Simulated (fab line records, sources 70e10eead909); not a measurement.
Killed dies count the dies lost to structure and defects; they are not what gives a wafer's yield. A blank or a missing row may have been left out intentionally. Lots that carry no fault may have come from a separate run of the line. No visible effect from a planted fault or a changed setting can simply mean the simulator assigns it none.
Matching of chambers -- flow nand harc -- NHARC_A_WL_FILL_ALD_10 on ald hk-03: 4 sister chambers
The step deposits SiO2, target thk 50 nm, pulse time 10 s, ald cycles 500. 4 wafers are shown with their chamber, then 7 later ones without.

== WAFERS, EACH WITH ITS CHAMBER ==
wafer,chamber,heater power w (W)
L569.5,3,577
L572.4,0,476
L582.1,2,424
L582.3,1,465

== WAFERS WHOSE CHAMBER IS MISSING ==
wafer,heater power w (W)
L582.4,587
L584.2,469
L584.4,512
L584.6,501
L587.1,497
L587.3,476
L587.6,465

== THE CHAMBER EACH PASSED THROUGH ==
wafer,from the rows above,in truth
L582.4,3,3
L584.2,can't be placed: 1 or 0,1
L584.4,can't be placed: 0 or 1 or 3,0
L584.6,can't be placed: 0 or 1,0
L587.1,can't be placed: 0 or 1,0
L587.3,can't be placed: 0 or 1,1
L587.6,can't be placed: 1 or 0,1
Correct placement for 1 of the 7. From these rows, 6 cannot be placed; in 6 the true chamber is one of the candidates. Number placed wrongly: 0.
How it was worked out, from the rows above alone: a wafer's distance from a chamber is the root of the sum, over the readings, of the square of ((its reading less the chamber's mean) divided by the reading's scatter). The wafer belongs to the nearest chamber; if the next one is less than 2 further off, it can't be placed. The mean given for a chamber averages the wafers shown for that chamber. The scatter: root of mean squared gap, hidden wafer to nearest shown wafer, with one shown wafer a chamber.
